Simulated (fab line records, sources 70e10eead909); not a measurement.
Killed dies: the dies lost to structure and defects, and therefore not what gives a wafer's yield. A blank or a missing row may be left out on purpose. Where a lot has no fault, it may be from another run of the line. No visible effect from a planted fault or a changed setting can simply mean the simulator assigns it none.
The tool behind it: which one? ; flow nand-harc ; 12 lots, 36 wafers sampled, at 5 steps of a route of 1302

## WHAT EACH GAUGE READ, for each wafer
NHARC_A_SIN_REMOVE_INSPECT_04.
lot;measured;on;raw-defect-count
L374;day 20 02:40;defect-inspect-02;391 379 422
L376;day 20 13:02;defect-inspect-02;406 438 341
L378;day 21 06:54;defect-inspect-01;391 371 492
L377;day 21 08:42;defect-inspect-01;450 376 337
L383;day 24 00:46;defect-inspect-02;417 338 406
L384;day 24 12:13;defect-inspect-01;516 470 395
L386;day 25 17:26;defect-inspect-02;466 494 517
L389;day 26 10:02;defect-inspect-02;310 271 247
L393;day 28 11:14;defect-inspect-01;355 587 406
L394;day 29 09:47;defect-inspect-01;331 448 335
L397;day 29 13:38;defect-inspect-01;399 352 390
L396;day 29 13:38;defect-inspect-01;357 290 282

NHARC_END_SORT_01.
lot;measured;on;killed-at-array;killed-at-other;killed-at-periphery;killed-dies;killed-open;killed-short
L378;day 26 16:17;prober-01;68 67 67;1 2 1;0 3 4;69 72 72;4 3 5;0 1 3
L383;day 29 13:37;prober-02;96 72 60;1 2 1;1 2 2;98 76 63;0 2 1;0 1 2
L386;day 30 21:56;prober-02;65 70 68;0 0 0;3 5 2;68 75 70;2 0 7;1 2 3

## WHAT TOOL EACH LOT RAN ON (gives the tool, then ch and the chambers of the sampled wafers, and finally the start)
lot;NHARC_A_SLIT_ETCH_24;NHARC_A_SLIT_ETCH_17;NHARC_A_WL_FILL_CVD_23
L374;rie-diel-07 ch 2,3, day 19 13:34;har-etch-02 ch 0,1, day 19 15:40;lpcvd-poly-03 ch 0, day 20 17:13
L376;rie-diel-07 ch 2,3, day 19 23:44;har-etch-01 ch 0,1, day 20 02:05;lpcvd-poly-01 ch 0, day 21 04:58
L378;rie-diel-02 ch 0,1,3, day 20 18:07;har-etch-01 ch 0,1, day 20 19:18;lpcvd-poly-03 ch 0, day 23 04:41
L377;rie-diel-01 ch 0,2,3, day 20 18:45;har-etch-02 ch 0,1, day 20 22:12;lpcvd-poly-03 ch 0, day 21 22:41
L383;rie-diel-02 ch 0,1,2, day 23 11:58;har-etch-01 ch 0,1, day 23 13:44;lpcvd-poly-02 ch 0, day 26 02:07
L384;rie-diel-02 ch 0,3, day 23 23:23;har-etch-02 ch 0,1, day 24 01:46;lpcvd-poly-03 ch 0, day 25 02:28
L386;rie-diel-01 ch 0,1,3, day 25 01:52;har-etch-01 ch 1, day 25 06:40;lpcvd-poly-01 ch 0, day 27 13:30
L389;rie-diel-07 ch 1,2,3, day 25 16:34;har-etch-02 ch 0,1, day 25 23:15;lpcvd-poly-03 ch 0, day 26 22:49
L393;rie-diel-01 ch 0,1,2, day 27 22:22;har-etch-01 ch 0,1, day 28 00:46;lpcvd-poly-03 ch 0, day 29 02:56
L394;rie-diel-01 ch 2,3, day 28 20:58;har-etch-01 ch 0,1, day 28 22:07;lpcvd-poly-02 ch 0, day 30 04:49
L397;rie-diel-02 ch 1,2,3, day 29 00:44;har-etch-01 ch 0,1, day 29 03:09;lpcvd-poly-02 ch 0, day 30 04:49
L396;rie-diel-07 ch 0,2,3, day 29 01:41;har-etch-02 ch 0,1, day 29 03:41;lpcvd-poly-02 ch 0, day 30 04:49
- NHARC_A_SLIT_ETCH_24: etches the open film in CF4/CHF3, target depth 121 nm, time 60.5 s.
- NHARC_A_SLIT_ETCH_17: etches the open film in C4F8/O2/Ar, time 4254.5 s, target depth 20300 nm.
- NHARC_A_WL_FILL_CVD_23: deposits poly-Si, target thk 40 nm, time 800 s.

## WHAT THE TOOLS THEMSELVES READ (means of the sampled wafers that have a number; where no wafer has one, the mark that the record gives instead)
NHARC_A_SLIT_ETCH_24.
lot;tool;bias-w (W);drypump-motor-current-A (A);oes-product-au (a.u.);rf-vpp-V (V);showerhead-plenum-p-Torr (Torr);throttle-valve-pct (%)
L374;rie-diel-07;200.5;6.3;0.981;369.5;1.54;16.805
L376;rie-diel-07;200.5;6.1;0.968;370.7;1.57;16.796
L378;rie-diel-02;200.1;5.9;0.987;368.2;1.50;16.804
L377;rie-diel-01;199.8;5.6;0.970;370.5;1.56;16.806
L383;rie-diel-02;200.3;5.9;0.970;367.8;1.50;16.799
L384;rie-diel-02;200.7;5.9;0.927;368.7;1.51;16.809
L386;rie-diel-01;200.5;5.7;0.970;369.2;1.54;16.817
L389;rie-diel-07;200.0;6.0;0.968;369.8;1.54;16.799
L393;rie-diel-01;200.0;5.5;0.944;369.8;1.55;16.802
L394;rie-diel-01;200.1;5.4;0.945;370.4;1.56;16.794
L397;rie-diel-02;200.2;6.0;0.967;367.7;1.49;16.793
L396;rie-diel-07;200.0;5.8;0.965;371.1;1.60;16.808

NHARC_A_SLIT_ETCH_17.
lot;tool;drypump-motor-current-A (A);showerhead-plenum-p-Torr (Torr);throttle-valve-pct (%)
L374;har-etch-02;6.3;3.81;32.053
L376;har-etch-01;5.3;3.65;32.042
L378;har-etch-01;5.4;3.65;32.046
L377;har-etch-02;6.5;3.72;32.047
L383;har-etch-01;5.4;3.63;32.047
L384;har-etch-02;6.5;3.70;32.048
L386;har-etch-01;5.0;3.62;32.042
L389;har-etch-02;6.3;3.76;32.042
L393;har-etch-01;5.7;3.61;32.040
L394;har-etch-01;5.7;3.60;32.039
L397;har-etch-01;5.7;3.60;32.049
L396;har-etch-02;6.5;3.65;32.042

NHARC_A_WL_FILL_CVD_23.
lot;tool;spike-tc-bottom-C (C)
L374;lpcvd-poly-03;635
L376;lpcvd-poly-01;643
L378;lpcvd-poly-03;634
L377;lpcvd-poly-03;634
L383;lpcvd-poly-02;641
L384;lpcvd-poly-03;634
L386;lpcvd-poly-01;643
L389;lpcvd-poly-03;634
L393;lpcvd-poly-03;634
L394;lpcvd-poly-02;641
L397;lpcvd-poly-02;640
L396;lpcvd-poly-02;641

## THE ANSWER, worked out from the rows above alone
Rule: what is usual is taken from the lots themselves. The widest of any qualifying gaps counts: lots, ordered by their means at a reading, are off when they make up no more than a third of the lots, leave a main group of 4 or more, and stand apart from it by 3 or more times the standard deviation of that group's means. A main group is skipped when, at the precision printed for the reading in the tables above, its means are all equal. A lot without any number at a reading at which 4 lots or more have one is off too. Any other lot the step has rows for is counted as sound. The gauges are gone through in route order, then the tools' own readings, and for those a lot's mean is taken as printed above. At the first step where some lot is off, the reading lying furthest off is the one used; lots without a number count as furthest.
None of the lots is off at any reading shown; this tells nothing.

## WHAT HAD BEEN PUT IN BY THE SIMULATOR
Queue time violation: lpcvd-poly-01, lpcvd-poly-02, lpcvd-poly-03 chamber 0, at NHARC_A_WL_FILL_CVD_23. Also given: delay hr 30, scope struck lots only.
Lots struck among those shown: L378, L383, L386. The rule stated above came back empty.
